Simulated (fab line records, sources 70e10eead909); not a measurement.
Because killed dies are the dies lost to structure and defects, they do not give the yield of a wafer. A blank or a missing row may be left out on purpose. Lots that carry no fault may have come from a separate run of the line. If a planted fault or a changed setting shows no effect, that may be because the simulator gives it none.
Which tool is to blame? :: flow nand-harc :: 11 lots with 33 wafers sampled at 6 steps, on a route of 1159 steps

## WHAT THE GAUGES SHOWED, per wafer
NHARC_A_CHANNEL_HOLE_D1_INSPECT_40.
lot: L999
measured: day 8 09:11
on: defect-inspect-01
raw-defect-count: 73 65 55

lot: L100
measured: day 8 22:37
on: defect-inspect-02
raw-defect-count: 67 76 66

lot: L101
measured: day 9 00:04
on: defect-inspect-01
raw-defect-count: 55 68 64

lot: L106
measured: day 9 23:39
on: defect-inspect-01
raw-defect-count: 42 65 73

lot: L105
measured: day 9 23:50
on: defect-inspect-02
raw-defect-count: 72 49 50

lot: L107
measured: day 10 13:03
on: defect-inspect-02
raw-defect-count: 80 90 75

lot: L109
measured: day 11 17:40
on: defect-inspect-01
raw-defect-count: 91 97 84

lot: L111
measured: day 11 21:59
on: defect-inspect-02
raw-defect-count: 57 62 37

lot: L114
measured: day 12 10:41
on: defect-inspect-02
raw-defect-count: 46 39 58

lot: L117
measured: day 12 20:17
on: defect-inspect-02
raw-defect-count: 81 540 577

lot: L120
measured: day 13 19:18
on: defect-inspect-01
raw-defect-count: 60 68 529

NHARC_END_SORT_01.
lot: L117
measured: day 23 11:34
on: prober-02
killed-at-array: 56 100 112
killed-at-other: 0 1 0
killed-at-periphery: 1 1 3
killed-dies: 57 102 115
killed-open: 1 2 4
killed-short: 3 3 1

lot: L120
measured: day 24 03:07
on: prober-02
killed-at-array: 35 33 76
killed-at-other: 0 0 0
killed-at-periphery: 4 4 1
killed-dies: 39 37 77
killed-open: 3 2 0
killed-short: 3 2 0

## WHICH TOOL RAN EACH LOT (tool, then ch and the chambers of the sampled wafers, then the start)
lot: L999
NHARC_A_CHANNEL_HOLE_D1_ETCH_22: har-etch-02 ch 0,1, day 8 04:26
NHARC_A_CHANNEL_HOLE_D1_ETCH_25: har-etch-02 ch 0,1, day 8 06:32
NHARC_A_CHANNEL_HOLE_D1_ETCH_33: har-etch-02 ch 0,1, day 8 07:29
NHARC_A_CHANNEL_FILL_D1_ALD_15: ald-sin-batch-01 ch 0, no start

lot: L100
NHARC_A_CHANNEL_HOLE_D1_ETCH_22: har-etch-01 ch 0,1, day 8 17:47
NHARC_A_CHANNEL_HOLE_D1_ETCH_25: har-etch-01 ch 0,1, day 8 19:49
NHARC_A_CHANNEL_HOLE_D1_ETCH_33: har-etch-01 ch 0,1, day 8 20:53
NHARC_A_CHANNEL_FILL_D1_ALD_15: ald-sin-batch-02 ch 0, no start

lot: L101
NHARC_A_CHANNEL_HOLE_D1_ETCH_22: har-etch-02 ch 0,1, day 8 19:18
NHARC_A_CHANNEL_HOLE_D1_ETCH_25: har-etch-02 ch 0,1, day 8 21:24
NHARC_A_CHANNEL_HOLE_D1_ETCH_33: har-etch-02 ch 0,1, day 8 22:22
NHARC_A_CHANNEL_FILL_D1_ALD_15: ald-sin-batch-02 ch 0, day 9 12:40

lot: L106
NHARC_A_CHANNEL_HOLE_D1_ETCH_22: har-etch-01 ch 0,1, day 9 18:47
NHARC_A_CHANNEL_HOLE_D1_ETCH_25: har-etch-01 ch 0,1, day 9 20:49
NHARC_A_CHANNEL_HOLE_D1_ETCH_33: har-etch-01 ch 0,1, day 9 21:55
NHARC_A_CHANNEL_FILL_D1_ALD_15: ald-sin-batch-02 ch 0, no start

lot: L105
NHARC_A_CHANNEL_HOLE_D1_ETCH_22: har-etch-02 ch 0,1, day 9 18:59
NHARC_A_CHANNEL_HOLE_D1_ETCH_25: har-etch-02 ch 0,1, day 9 21:02
NHARC_A_CHANNEL_HOLE_D1_ETCH_33: har-etch-02 ch 0,1, day 9 22:07
NHARC_A_CHANNEL_FILL_D1_ALD_15: ald-sin-batch-02 ch 0, no start

lot: L107
NHARC_A_CHANNEL_HOLE_D1_ETCH_22: har-etch-01 ch 0,1, day 10 08:07
NHARC_A_CHANNEL_HOLE_D1_ETCH_25: har-etch-01 ch 0,1, day 10 10:09
NHARC_A_CHANNEL_HOLE_D1_ETCH_33: har-etch-01 ch 0,1, day 10 11:14
NHARC_A_CHANNEL_FILL_D1_ALD_15: ald-sin-batch-01 ch 0, no start

lot: L109
NHARC_A_CHANNEL_HOLE_D1_ETCH_22: har-etch-01 ch 0,1, day 11 12:20
NHARC_A_CHANNEL_HOLE_D1_ETCH_25: har-etch-01 ch 0,1, day 11 14:22
NHARC_A_CHANNEL_HOLE_D1_ETCH_33: har-etch-01 ch 0,1, day 11 15:28
NHARC_A_CHANNEL_FILL_D1_ALD_15: ald-sin-batch-01 ch 0, no start

lot: L111
NHARC_A_CHANNEL_HOLE_D1_ETCH_22: har-etch-02 ch 0,1, day 11 17:08
NHARC_A_CHANNEL_HOLE_D1_ETCH_25: har-etch-02 ch 0,1, day 11 19:20
NHARC_A_CHANNEL_HOLE_D1_ETCH_33: har-etch-02 ch 0,1, day 11 20:03
NHARC_A_CHANNEL_FILL_D1_ALD_15: ald-sin-batch-01 ch 0, no start

lot: L114
NHARC_A_CHANNEL_HOLE_D1_ETCH_22: har-etch-02 ch 0,1, day 12 05:30
NHARC_A_CHANNEL_HOLE_D1_ETCH_25: har-etch-02 ch 0,1, day 12 07:35
NHARC_A_CHANNEL_HOLE_D1_ETCH_33: har-etch-02 ch 0,1, day 12 08:33
NHARC_A_CHANNEL_FILL_D1_ALD_15: ald-sin-batch-01 ch 0, no start

lot: L117
NHARC_A_CHANNEL_HOLE_D1_ETCH_22: har-etch-01 ch 0,1, day 12 15:27
NHARC_A_CHANNEL_HOLE_D1_ETCH_25: har-etch-01 ch 0,1, day 12 17:29
NHARC_A_CHANNEL_HOLE_D1_ETCH_33: har-etch-01 ch 0,1, day 12 18:33
NHARC_A_CHANNEL_FILL_D1_ALD_15: ald-sin-batch-02 ch 0, day 23 11:34 or earlier

lot: L120
NHARC_A_CHANNEL_HOLE_D1_ETCH_22: har-etch-01 ch 0,1, day 13 14:32
NHARC_A_CHANNEL_HOLE_D1_ETCH_25: har-etch-01 ch 0,1, day 13 16:38
NHARC_A_CHANNEL_HOLE_D1_ETCH_33: har-etch-01 ch 0,1, day 13 17:35
NHARC_A_CHANNEL_FILL_D1_ALD_15: ald-sin-batch-02 ch 0, day 24 03:07 or earlier
- NHARC_A_CHANNEL_HOLE_D1_ETCH_22: etches the open film in C4F8/O2/Ar, time 666.7 s, target depth 1600 nm.
- NHARC_A_CHANNEL_HOLE_D1_ETCH_25: etches the open film in C4F8/O2/Ar, time 1040.2 s, target depth 1500 nm.
- NHARC_A_CHANNEL_HOLE_D1_ETCH_33: etches the open film in C4F8/O2/Ar, time 90 s, target depth 400 nm.
- NHARC_A_CHANNEL_FILL_D1_ALD_15: deposits SiNx, target thk 2 nm, pulse time 60 s, ald cycles 19.

## AS READ BY THE TOOLS THEMSELVES (means over the sampled wafers that have a number; for cases with no such wafer, the mark the record gives instead)
NHARC_A_CHANNEL_HOLE_D1_ETCH_22.
lot: L999
tool: har-etch-02
chamber-pressure-mTorr (mTorr): 19.993
drypump-motor-current-A (A): 5.82
showerhead-plenum-p-Torr (Torr): 3.66
throttle-valve-pct (%): 32.150

lot: L100
tool: har-etch-01
chamber-pressure-mTorr (mTorr): 20.005
drypump-motor-current-A (A): 6.17
showerhead-plenum-p-Torr (Torr): 3.79
throttle-valve-pct (%): 32.156

lot: L101
tool: har-etch-02
chamber-pressure-mTorr (mTorr): 20.005
drypump-motor-current-A (A): 5.83
showerhead-plenum-p-Torr (Torr): 3.65
throttle-valve-pct (%): 32.163

lot: L106
tool: har-etch-01
chamber-pressure-mTorr (mTorr): 20.004
drypump-motor-current-A (A): 6.16
showerhead-plenum-p-Torr (Torr): 3.79
throttle-valve-pct (%): 32.152

lot: L105
tool: har-etch-02
chamber-pressure-mTorr (mTorr): 20.011
drypump-motor-current-A (A): 5.88
showerhead-plenum-p-Torr (Torr): 3.63
throttle-valve-pct (%): 32.156

lot: L107
tool: har-etch-01
chamber-pressure-mTorr (mTorr): 19.990
drypump-motor-current-A (A): 6.33
showerhead-plenum-p-Torr (Torr): 3.76
throttle-valve-pct (%): 32.152

lot: L109
tool: har-etch-01
chamber-pressure-mTorr (mTorr): 20.022
drypump-motor-current-A (A): 6.18
showerhead-plenum-p-Torr (Torr): 3.78
throttle-valve-pct (%): 32.157

lot: L111
tool: har-etch-02
chamber-pressure-mTorr (mTorr): 19.993
drypump-motor-current-A (A): 5.87
showerhead-plenum-p-Torr (Torr): 3.62
throttle-valve-pct (%): 32.155

lot: L114
tool: har-etch-02
chamber-pressure-mTorr (mTorr): 19.995
drypump-motor-current-A (A): 5.88
showerhead-plenum-p-Torr (Torr): 3.61
throttle-valve-pct (%): 32.155

lot: L117
tool: har-etch-01
chamber-pressure-mTorr (mTorr): 20.017
drypump-motor-current-A (A): 6.19
showerhead-plenum-p-Torr (Torr): 3.77
throttle-valve-pct (%): 32.149

lot: L120
tool: har-etch-01
chamber-pressure-mTorr (mTorr): 19.994
drypump-motor-current-A (A): 6.32
showerhead-plenum-p-Torr (Torr): 3.74
throttle-valve-pct (%): 32.151

NHARC_A_CHANNEL_HOLE_D1_ETCH_25.
lot: L999
tool: har-etch-02
chamber-pressure-mTorr (mTorr): 20.000
drypump-motor-current-A (A): 5.82
showerhead-plenum-p-Torr (Torr): 3.65
throttle-valve-pct (%): 32.239

lot: L100
tool: har-etch-01
chamber-pressure-mTorr (mTorr): 19.985
drypump-motor-current-A (A): 6.15
showerhead-plenum-p-Torr (Torr): 3.79
throttle-valve-pct (%): 32.239

lot: L101
tool: har-etch-02
chamber-pressure-mTorr (mTorr): 20.024
drypump-motor-current-A (A): 5.80
showerhead-plenum-p-Torr (Torr): 3.65
throttle-valve-pct (%): 32.227

lot: L106
tool: har-etch-01
chamber-pressure-mTorr (mTorr): 20.007
drypump-motor-current-A (A): 6.15
showerhead-plenum-p-Torr (Torr): 3.78
throttle-valve-pct (%): 32.241

lot: L105
tool: har-etch-02
chamber-pressure-mTorr (mTorr): 19.990
drypump-motor-current-A (A): 5.87
showerhead-plenum-p-Torr (Torr): 3.62
throttle-valve-pct (%): 32.229

lot: L107
tool: har-etch-01
chamber-pressure-mTorr (mTorr): 20.016
drypump-motor-current-A (A): 6.33
showerhead-plenum-p-Torr (Torr): 3.75
throttle-valve-pct (%): 32.241

lot: L109
tool: har-etch-01
chamber-pressure-mTorr (mTorr): 19.982
drypump-motor-current-A (A): 6.16
showerhead-plenum-p-Torr (Torr): 3.77
throttle-valve-pct (%): 32.237

lot: L111
tool: har-etch-02
chamber-pressure-mTorr (mTorr): 19.990
drypump-motor-current-A (A): 5.87
showerhead-plenum-p-Torr (Torr): 3.61
throttle-valve-pct (%): 32.226

lot: L114
tool: har-etch-02
chamber-pressure-mTorr (mTorr): 20.026
drypump-motor-current-A (A): 5.87
showerhead-plenum-p-Torr (Torr): 3.61
throttle-valve-pct (%): 32.239

lot: L117
tool: har-etch-01
chamber-pressure-mTorr (mTorr): 20.009
drypump-motor-current-A (A): 6.18
showerhead-plenum-p-Torr (Torr): 3.76
throttle-valve-pct (%): 32.223

lot: L120
tool: har-etch-01
chamber-pressure-mTorr (mTorr): 19.971
drypump-motor-current-A (A): 6.33
showerhead-plenum-p-Torr (Torr): 3.73
throttle-valve-pct (%): 32.234

NHARC_A_CHANNEL_HOLE_D1_ETCH_33.
lot: L999
tool: har-etch-02
chamber-pressure-mTorr (mTorr): 25.007
drypump-motor-current-A (A): 5.83
showerhead-plenum-p-Torr (Torr): 3.70
throttle-valve-pct (%): 27.621

lot: L100
tool: har-etch-01
chamber-pressure-mTorr (mTorr): 24.992
drypump-motor-current-A (A): 6.15
showerhead-plenum-p-Torr (Torr): 3.84
throttle-valve-pct (%): 27.621

lot: L101
tool: har-etch-02
chamber-pressure-mTorr (mTorr): 25.002
drypump-motor-current-A (A): 5.83
showerhead-plenum-p-Torr (Torr): 3.69
throttle-valve-pct (%): 27.621

lot: L106
tool: har-etch-01
chamber-pressure-mTorr (mTorr): 25.000
drypump-motor-current-A (A): 6.17
showerhead-plenum-p-Torr (Torr): 3.83
throttle-valve-pct (%): 27.619

lot: L105
tool: har-etch-02
chamber-pressure-mTorr (mTorr): 24.998
drypump-motor-current-A (A): 5.86
showerhead-plenum-p-Torr (Torr): 3.66
throttle-valve-pct (%): 27.621

lot: L107
tool: har-etch-01
chamber-pressure-mTorr (mTorr): 25.004
drypump-motor-current-A (A): 6.34
showerhead-plenum-p-Torr (Torr): 3.80
throttle-valve-pct (%): 27.625

lot: L109
tool: har-etch-01
chamber-pressure-mTorr (mTorr): 24.995
drypump-motor-current-A (A): 6.18
showerhead-plenum-p-Torr (Torr): 3.82
throttle-valve-pct (%): 27.616

lot: L111
tool: har-etch-02
chamber-pressure-mTorr (mTorr): 24.990
drypump-motor-current-A (A): 5.88
showerhead-plenum-p-Torr (Torr): 3.65
throttle-valve-pct (%): 27.614

lot: L114
tool: har-etch-02
chamber-pressure-mTorr (mTorr): 25.011
drypump-motor-current-A (A): 5.88
showerhead-plenum-p-Torr (Torr): 3.65
throttle-valve-pct (%): 27.627

lot: L117
tool: har-etch-01
chamber-pressure-mTorr (mTorr): 25.003
drypump-motor-current-A (A): 6.16
showerhead-plenum-p-Torr (Torr): 3.81
throttle-valve-pct (%): 27.623

lot: L120
tool: har-etch-01
chamber-pressure-mTorr (mTorr): 24.986
drypump-motor-current-A (A): 6.32
showerhead-plenum-p-Torr (Torr): 3.78
throttle-valve-pct (%): 27.616

NHARC_A_CHANNEL_FILL_D1_ALD_15.
lot: L999
tool: ald-sin-batch-01
precursor-pulse-height-rel: 0.995

lot: L100
tool: ald-sin-batch-02
precursor-pulse-height-rel: 0.997

lot: L101
tool: ald-sin-batch-02
precursor-pulse-height-rel: 0.969

lot: L106
tool: ald-sin-batch-02
precursor-pulse-height-rel: 1.005

lot: L105
tool: ald-sin-batch-02
precursor-pulse-height-rel: 1.002

lot: L107
tool: ald-sin-batch-01
precursor-pulse-height-rel: 1.013

lot: L109
tool: ald-sin-batch-01
precursor-pulse-height-rel: 1.006

lot: L111
tool: ald-sin-batch-01
precursor-pulse-height-rel: 1.012

lot: L114
tool: ald-sin-batch-01
precursor-pulse-height-rel: 1.002

lot: L117
tool: ald-sin-batch-02
precursor-pulse-height-rel: 1.000

lot: L120
tool: ald-sin-batch-02
precursor-pulse-height-rel: 1.016

## THE ANSWER, worked out from the rows above alone
Rule: usual is defined by the lots themselves. The widest of any qualifying gaps counts: lots, ordered by their means at a reading, are off when they make up no more than a third of the lots, leave a main group of 4 or more, and stand apart from it by 3 or more times the standard deviation of that group's means. Not used: any main group whose means are identical at the precision the tables above print for the reading. Also off: a lot with no number at a reading for which 4 or more lots have one. All remaining lots with rows at the step are treated as sound. First the gauges in route order, then the tools' own readings, where a lot's mean is used as printed above. At the first step where some lot is off, the reading lying furthest off is the one used; lots without a number count as furthest.
Off at NHARC_A_CHANNEL_HOLE_D1_INSPECT_40 (raw-defect-count): L117, L120. For the main group the mean is 65 and the standard deviation 13.
If a tool, at a process step before that reading, ran all the lots that are off and no sound lot after the first of them, it fits. Those tools and the gauges at NHARC_A_CHANNEL_HOLE_D1_INSPECT_40 are tried in the same way. One candidate fits, namely har-etch-01 at NHARC_A_CHANNEL_HOLE_D1_ETCH_22 and NHARC_A_CHANNEL_HOLE_D1_ETCH_25 and NHARC_A_CHANNEL_HOLE_D1_ETCH_33. At NHARC_A_CHANNEL_HOLE_D1_ETCH_22 its last sound lot is L109 (day 11 12:20), its first lot that is off L117 (day 12 15:27): a fault that began between those two fits.

## WHAT WAS PUT IN BY THE SIMULATOR
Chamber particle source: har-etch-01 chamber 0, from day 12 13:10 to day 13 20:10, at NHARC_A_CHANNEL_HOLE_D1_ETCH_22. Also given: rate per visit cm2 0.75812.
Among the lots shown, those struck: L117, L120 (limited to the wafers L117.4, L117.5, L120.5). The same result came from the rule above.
